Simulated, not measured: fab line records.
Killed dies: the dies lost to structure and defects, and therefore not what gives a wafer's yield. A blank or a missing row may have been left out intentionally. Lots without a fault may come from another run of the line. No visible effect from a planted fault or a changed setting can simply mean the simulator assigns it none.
fab line records -- flow nand_harc
[record] lots = 12, wafers = 36, last_day = 33
route steps=1302 shown P_BONDPAD@372 A_ONON_D1@442 END@1302
lots that met no fault: taken from a fault-free run of the same line
start_h: the number of hours between the record's first day and the start of the first shown wafer of the lot -- wait_h: hours from the lot's prior step to this one -- " same as the row above -- L1.1+2: several wafers, shown together as one row -- - no value present, or no start provided -- * or withheld: withheld -- < > ~ a bound
route shown NAME@n: names a module that has steps shown in the file, with the first one's number in the route -- usual: mean/standard deviation of fault-free wafers -- same: alike in all rows -- chamber/n: place in a boat -- sites: per-site readings -- _std_site: the values' standard deviation -- _edge_site: the outer-site mean with the inner-site mean subtracted -- radius_mm: for every site, how far away it sits from the centre of the wafer -- mask NAME#n: copy n -- behind: tool/chamber where the wafer was last shaped -- hold: cause of the lot's hold/its duration in hours/its outcome -- device: names the non-switching transistor (n, p or np) -- end of line: tests run on the same wafers once the route is complete -- for a step that has no rows: nothing shown but its recipe -- killed: the dies lost at the first sort to structure and to defects; this is not the yield of the wafer -- map: a wafer's dies, marking killed ones x, the rest . and places with no die _
set.NAME: the setting as run; set.NAME@STEP: as run at that earlier step -- model.NAME: the simulator's own value behind a step, which no gauge read
a sample of lots followed through the steps of the route, with each step as a table and each wafer as a row
services: from which hour (start_h, from the record's first day; less than 0 if before it) a tool's chamber was out of use, for how many hours, and why
[[steps]]
[step NHARC_P_BONDPAD_ETCH_24]
[recipe] target_depth_a = 300, over_etch_frac = 0.3, time_s = 72.99, ion_energy_ev = 150, cf4_flow_sccm = 50, n2_flow_sccm = 100, ar_flow_sccm = 150, rf_w = 300, bias_w = 100, chemistry = CF4/N2
[usual] drypump_motor_current_A = 5.7/0.42, oes_product_au = 1.001/0.008, rf_vpp_V = 313.7/1.6, showerhead_plenum_p_Torr = 2.59/0.08, throttle_valve_pct = 19.794/0.0088
lot.wafer,tool,chamber,start_h,wait_h,drypump_motor_current_A,oes_product_au,rf_hours_counter_h,rf_vpp_V,showerhead_plenum_p_Torr,throttle_valve_pct
L692.2,rie_diel-08,0,-,-,6.0,1.006,6.4,312.6,2.61,19.791
L692.3,rie_diel-08,2,-,-,5.3,1.001,6.6,313.4,2.62,19.798
L692.6,rie_diel-08,3,-,-,5.7,0.993,-,316.5,2.71,19.786
L693.2,rie_diel-08,2,-,-,5.2,1.005,6.7,313.8,2.62,19.799
L693.4,rie_diel-08,0,-,-,6.0,1.011,6.5,314.8,2.61,19.801
L693.5,rie_diel-08,2,-,-,5.3,1.009,-,313.3,2.62,19.783
L695.3,rie_diel-08,3,-,-,5.7,0.998,9.2,316.1,2.71,19.787
L695.4,rie_diel-08,1,-,-,5.1,1.001,7.1,314.1,2.57,19.800
L695.5,rie_diel-08,0,-,-,6.0,0.991,-,313.0,2.61,19.795
L696.1,rie_diel-13,0,-,-,5.6,1.007,0.1,311.2,2.55,19.792
L696.4,rie_diel-13,1,-,-,6.6,0.985,0.1,315.3,2.73,19.796
L696.2,rie_diel-13,2,-,-,5.5,0.998,0.1,312.0,2.52,19.794
L698.3,rie_diel-13,3,-,-,5.9,0.997,0.7,314.2,2.61,19.781
L698.5,rie_diel-13,1,-,-,6.6,0.992,-,316.6,2.73,19.786
L698.6,rie_diel-13,2,-,-,5.5,0.996,-,313.4,2.52,19.792
L700.4,rie_diel-08,2,-,-,5.3,0.988,0.8,313.0,2.62,19.793
L700.6,rie_diel-08,3,-,-,5.7,1.005,-,315.7,2.71,19.794
L700.5,rie_diel-08,0,-,-,6.0,0.999,-,313.5,2.61,19.801
L709.2,rie_diel-13,0,-,-,5.6,1.009,7.0,311.4,2.55,19.791
L709.3,rie_diel-13,1,-,-,6.7,1.010,7.2,316.4,2.72,19.819
L709.4,rie_diel-13,2,-,-,5.5,1.012,7.4,313.5,2.52,19.802
L710.2,rie_diel-11,0,-,-,5.8,1.001,1.1,312.0,2.49,19.800
L710.1,rie_diel-11,1,-,-,6.1,0.982,1.0,312.9,2.51,19.781
L710.5,rie_diel-11,1,-,-,6.1,1.007,-,313.2,2.51,19.794
L711.2,rie_diel-11,2,-,-,5.4,1.008,1.3,313.3,2.48,19.792
L711.4,rie_diel-11,3,-,-,5.4,1.005,1.4,314.0,2.60,19.789
L711.3,rie_diel-11,0,-,-,5.9,0.999,1.3,312.0,2.49,19.807
L712.4,rie_diel-11,3,-,-,5.4,1.003,1.8,313.0,2.60,19.785
L712.2,rie_diel-11,0,-,-,5.8,1.003,1.8,313.1,2.49,19.794
L712.5,rie_diel-11,2,-,-,5.4,1.005,-,311.0,2.48,19.808
L713.2,rie_diel-08,3,-,-,5.7,0.989,8.5,315.8,2.71,19.796
L713.1,rie_diel-08,0,-,-,6.0,1.006,7.8,313.1,2.61,19.805
L713.4,rie_diel-08,2,-,-,5.2,0.987,7.1,313.1,2.62,19.774
L715.1,rie_diel-13,0,-,-,5.6,1.002,1.9,313.6,2.55,19.796
L715.2,rie_diel-13,2,-,-,5.5,1.006,1.6,311.8,2.51,19.806
L715.5,rie_diel-13,1,-,-,6.6,1.004,-,316.2,2.72,19.792
[step NHARC_P_BONDPAD_PVD_17]
[recipe] target_thk_a = 50, bias_v = 168.6, power_w = 15000, chamber_pressure_pa = 0.12, time_s = 8.06, substrate_temp_c = 50, material = TaN
[usual] throttle_valve_pct = 30.0/1
lot.wafer,tool,chamber,start_h,wait_h,throttle_valve_pct
L692.3,pvd_sputter-03,-,-,-,29.8
L692.2,pvd_sputter-03,-,-,-,27.8
L692.6,pvd_sputter-03,-,-,-,29.7
L693.4,pvd_sputter-01,-,-,-,30.7
L693.2,pvd_sputter-01,-,-,-,32.6
L693.5,pvd_sputter-01,-,-,-,30.6
L695.4,pvd_sputter-01,-,-,-,29.1
L695.3,pvd_sputter-01,-,-,-,30.9
L695.5,pvd_sputter-01,-,-,-,30.3
L696.1,pvd_sputter-01,-,-,-,29.0
L696.2,pvd_sputter-01,-,-,-,32.1
L696.4,pvd_sputter-01,-,-,-,29.7
L698.3,pvd_sputter-03,-,-,-,30.0
L698.6,pvd_sputter-03,-,-,-,30.2
L698.5,pvd_sputter-03,-,-,-,30.1
L700.4,pvd_sputter-03,-,-,-,30.0
L700.6,pvd_sputter-03,-,-,-,28.2
L700.5,pvd_sputter-03,-,-,-,30.2
L709.4,pvd_sputter-01,-,-,-,30.2
L709.2,pvd_sputter-01,-,-,-,29.8
L709.3,pvd_sputter-01,-,-,-,28.3
L710.2,pvd_sputter-01,-,-,-,31.4
L710.1,pvd_sputter-01,-,-,-,28.3
L710.5,pvd_sputter-01,-,-,-,30.5
L711.4,pvd_sputter-01,-,-,-,31.4
L711.2,pvd_sputter-01,-,-,-,29.8
L711.3,pvd_sputter-01,-,-,-,28.3
L712.4,pvd_sputter-03,-,-,-,30.2
L712.2,pvd_sputter-03,-,-,-,29.9
L712.5,pvd_sputter-03,-,-,-,30.3
L713.1,pvd_sputter-01,-,-,-,29.7
L713.2,pvd_sputter-01,-,-,-,28.1
L713.4,pvd_sputter-01,-,-,-,30.7
L715.1,pvd_sputter-01,-,-,-,31.7
L715.2,pvd_sputter-01,-,-,-,29.9
L715.5,pvd_sputter-01,-,-,-,30.3
[step NHARC_P_BONDPAD_CMP_19]
[recipe] t_overpolish_s = 30, cu_recess_touch_s = 16, target_thk_nm = 160.81
[usual] edge_zone_pressure_frac = 1.000/0.006, motor_current_A = 12.0/1.3, overpolish_run_s = 30.001/0.0097
lot.wafer,tool,chamber,start_h,wait_h,edge_zone_pressure_frac,motor_current_A,overpolish_run_s
L692.2,cmp-04,0,135.75,-,1.008,13.4,29.986
L692.3,cmp-04,2,135.75,-,1.000,14.0,30.011
L692.6,cmp-04,0,135.75,-,1.003,13.4,30.008
L693.2,cmp-02,0,141.09,-,0.997,13.5,30.019
L693.4,cmp-02,1,141.09,-,1.008,12.0,29.990
L693.5,cmp-02,2,141.09,-,1.006,10.8,29.995
L695.4,cmp-04,1,162.77,-,1.002,12.5,30.009
L695.3,cmp-04,2,162.77,-,0.997,15.1,29.994
L695.5,cmp-04,1,162.77,-,0.998,12.6,29.990
L696.2,cmp-01,2,176.83,-,1.009,11.7,30.021
L696.1,cmp-01,0,176.83,-,1.002,9.7,29.987
L696.4,cmp-01,1,176.83,-,0.993,10.8,30.016
L698.3,cmp-02,0,199.64,-,0.995,13.0,29.997
L698.5,cmp-02,1,199.64,-,1.004,12.4,29.994
L698.6,cmp-02,2,199.64,-,0.995,11.0,30.014
L700.4,cmp-04,3,221.63,-,1.006,11.8,30.012
L700.6,cmp-04,1,221.63,-,1.001,12.6,30.004
L700.5,cmp-04,2,221.63,-,1.008,14.7,29.996
L709.3,cmp-01,3,307.17,-,0.996,10.5,30.000
L709.2,cmp-01,0,307.17,-,0.993,9.8,30.011
L709.4,cmp-01,2,307.17,-,0.998,12.0,29.993
L710.1,cmp-02,2,313.81,-,1.007,11.1,29.983
L710.2,cmp-02,0,313.81,-,1.005,13.1,29.995
L710.5,cmp-02,1,313.81,-,1.002,12.6,29.991
L711.3,cmp-02,1,327.24,-,0.992,12.8,30.005
L711.2,cmp-02,3,327.24,-,1.004,13.0,29.986
L711.4,cmp-02,0,327.24,-,0.999,13.0,30.001
L712.4,cmp-04,3,338.08,-,1.001,11.9,30.018
L712.2,cmp-04,0,338.08,-,1.008,13.1,29.998
L712.5,cmp-04,2,338.08,-,1.004,13.7,30.000
L713.2,cmp-01,0,346.85,-,1.005,10.0,30.017
L713.4,cmp-01,2,346.85,-,0.999,12.0,30.000
L713.1,cmp-01,3,346.85,-,1.005,10.3,29.988
L715.2,cmp-01,1,373.72,-,0.995,10.4,29.997
L715.1,cmp-01,3,373.72,-,1.005,9.9,29.987
L715.5,cmp-01,1,373.72,-,0.997,11.3,29.998
[step NHARC_A_ONON_D1_DEP_25]
[recipe] target_thk_a = 10000, n2_flow_sccm = 2750, n2o_flow_sccm = 2000, nh3_flow_sccm = 500, sih4_flow_sccm = 210, temp_c = 400
lot.wafer,tool,chamber,start_h,wait_h
L692.2+3+6,pecvd_onon-04,0,171.41,0.1
L693.2+4+5,pecvd_onon-04,0,175.86,0.1
L695.3+4+5,pecvd_onon-04,0,197.12,0.2
L696.1+2+4,pecvd_onon-01,0,213.19,0.1
L698.3+5+6,pecvd_onon-01,0,240.98,0.2
L700.4+5+6,pecvd_onon-04,0,261.20,0.2
L709.2+3+4,pecvd_onon-02,0,341.79,0.1
L710.1+2+5,pecvd_onon-01,0,351.66,0.1
L711.2+3+4,pecvd_onon-02,0,364.22,0.1
L712.2+4+5,pecvd_onon-01,0,374.49,0.1
L713.1+2+4,pecvd_onon-01,0,382.99,0.1
L715.1+2+5,pecvd_onon-04,0,412.83,0.1
[step NHARC_A_ONON_D1_THK_MEAS_27]
[recipe] thk_meas_gauge = ellipsometry
[usual] thk_nm = 1001/9.8
lot.wafer,tool,chamber,start_h,wait_h,thk_nm
L692.2,film_metro-02,-,171.86,-,999
L692.3,film_metro-02,-,171.86,-,1001
L692.6,film_metro-02,-,171.86,-,999
L693.2,film_metro-02,-,176.32,-,1007
L693.4,film_metro-02,-,176.32,-,1008
L693.5,film_metro-02,-,176.32,-,1008
L695.3,film_metro-01,-,197.51,-,995
L695.4,film_metro-01,-,197.51,-,996
L695.5,film_metro-01,-,197.51,-,997
L696.1,film_metro-02,-,213.70,-,998
L696.2,film_metro-02,-,213.70,-,999
L696.4,film_metro-02,-,213.70,-,999
L698.3,film_metro-01,-,241.38,-,997
L698.5,film_metro-01,-,241.38,-,996
L698.6,film_metro-01,-,241.38,-,997
L700.4,film_metro-02,-,261.53,-,1580
L700.5,film_metro-02,-,261.53,-,1013
L700.6,film_metro-02,-,261.53,-,1010
L709.2,film_metro-01,-,342.24,-,980
L709.3,film_metro-01,-,342.24,-,981
L709.4,film_metro-01,-,342.24,-,980
L710.1,film_metro-02,-,352.17,-,1011
L710.2,film_metro-02,-,352.17,-,1011
L710.5,film_metro-02,-,352.17,-,1011
L711.2,film_metro-01,-,364.68,-,986
L711.3,film_metro-01,-,364.68,-,983
L711.4,film_metro-01,-,364.68,-,985
L712.2,film_metro-01,-,374.94,-,1009
L712.4,film_metro-01,-,374.94,-,1010
L712.5,film_metro-01,-,374.94,-,1009
L713.1,film_metro-01,-,383.50,-,992
L713.2,film_metro-01,-,383.50,-,992
L713.4,film_metro-01,-,383.50,-,991
L715.1,film_metro-01,-,413.34,-,1000
L715.2,film_metro-01,-,413.34,-,999
L715.5,film_metro-01,-,413.34,-,999
[step NHARC_END_SORT_01]
[recipe] temp_c = 25
[usual] killed_at_array = 59/17, killed_at_other = 0.7/0.9, killed_at_periphery = 3.6/2.3, killed_dies = 63/18, killed_open = 3.4/1.9, killed_short = 2.6/1.7
[same] gross_dies = 677
lot.wafer,tool,chamber,start_h,wait_h,killed_at_array,killed_at_other,killed_at_periphery,killed_dies,killed_open,killed_short
L700.4,prober-01,0,660.47,3.4,669,1,7,677,3,4
L700.5,prober-01,0,661.28,3.7,92,2,6,100,6,2
L700.6,prober-01,0,662.08,4.0,86,0,7,93,3,2
// killed by level:class
L700.4 A_ONON_D1:area_dep=590 A_CHANNEL_HOLE_D1:chamber_film_flake=34 A_SLIT:chamber_film_flake=24 A_CHANNEL_HOLE_D2:chamber_film_flake=10 P_CONTACT:chamber_film_flake=3 A_ONON_D2:geometric_particle:short=2 A_BLC:geometric_particle:open=2 A_STAIRCASE:chamber_film_flake=2
L700.5 A_CHANNEL_HOLE_D1:chamber_film_flake=43 A_SLIT:chamber_film_flake=22 A_CHANNEL_HOLE_D2:chamber_film_flake=14 A_CONTACT:chamber_film_flake=3 A_CHANNEL_FILL_D2:geometric_particle:open=2 P_ZERO_WELL:chamber_film_flake=2 P_CONTACT:chamber_film_flake=2 A_M1:chamber_film_flake=2
L700.6 A_CHANNEL_HOLE_D1:chamber_film_flake=29 A_SLIT:chamber_film_flake=28 A_CHANNEL_HOLE_D2:chamber_film_flake=16 A_CONTACT:chamber_film_flake=5 P_ZERO_WELL:chamber_film_flake=4 P_CONTACT:chamber_film_flake=3 A_M1:chamber_film_flake=3 A_ONON_D1:geometric_particle:open=1
[[services]]
tool,chamber,start_h,hours,kind
cmp-04,-,111.14,4.0,pm
pecvd_onon-04,-,112.65,4.2,repair
cmp-04,-,122.81,0.7,repair
pecvd_onon-04,-,130.10,13.0,pm
cmp-02,-,134.50,4.0,pm
rie_diel-13,2,134.50,3.9,repair
rie_diel-13,-,141.26,5.3,repair
cmp-01,-,150.84,0.7,repair
pvd_sputter-03,-,160.50,3.6,repair
rie_diel-13,-,165.00,9.0,pm
pvd_sputter-03,-,170.00,10.0,pm
rie_diel-08,0,179.80,2.6,repair
pvd_sputter-03,-,181.10,6.1,repair
rie_diel-08,-,190.80,9.0,pm
pvd_sputter-01,-,234.74,10.0,pm
pvd_sputter-01,-,247.48,7.4,repair
pecvd_onon-01,-,269.00,13.0,pm
pecvd_onon-04,-,304.04,0.3,repair
pecvd_onon-04,-,311.10,13.0,pm
rie_diel-08,2,335.88,5.3,repair
rie_diel-08,0,356.13,5.0,repair
rie_diel-08,-,367.80,9.0,pm
rie_diel-08,0,390.50,23.0,repair
pvd_sputter-01,-,412.74,10.0,pm
[[key]]
[first_sign] step = NHARC_A_ONON_D1_THK_MEAS_27, reading = thk_nm, direction = up, sigmas = 59, usual = 1001, struck = 1580
[effect] step = NHARC_END_SORT_01, reading = killed_at_array, direction = up, sigmas = 36, usual = 59, struck = 669
[more_kills_born_at] NHARC_A_ONON_D1_DEP_25@pecvd_onon-04 = 590
met_at NHARC_A_ONON_D1_DEP_25
struck_lots L700
struck_wafers L700.4
later_rows_left_out L700.4
tester_left_out L700
not_acting_at NHARC_P_BONDPAD_ETCH_24,NHARC_P_BONDPAD_PVD_17,NHARC_P_BONDPAD_CMP_19
onset_between 197.12 261.20
[fault] kind = process_parameter_drift, tool = pecvd_onon-04, chamber = -, onset_h = 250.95, steps = NHARC_A_ONON_D1_DEP_25, channel = target_thk_a, offset = *, shape = step, end_h = 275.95, scope = struck_wafers_only, acts_in = *, stated = *
// tester_left_out: of these lots the tester's yield and bins aren't shown, on N5 and GAA mostly nor the transistor test; their killed dies are dies lost to structure and defects alone, not to doping, threshold or leakage, so they don't give the yield
// later_rows_left_out: the simulator's readings of these wafers behind a module that went badly wrong aren't trusted and aren't shown, but for the sort
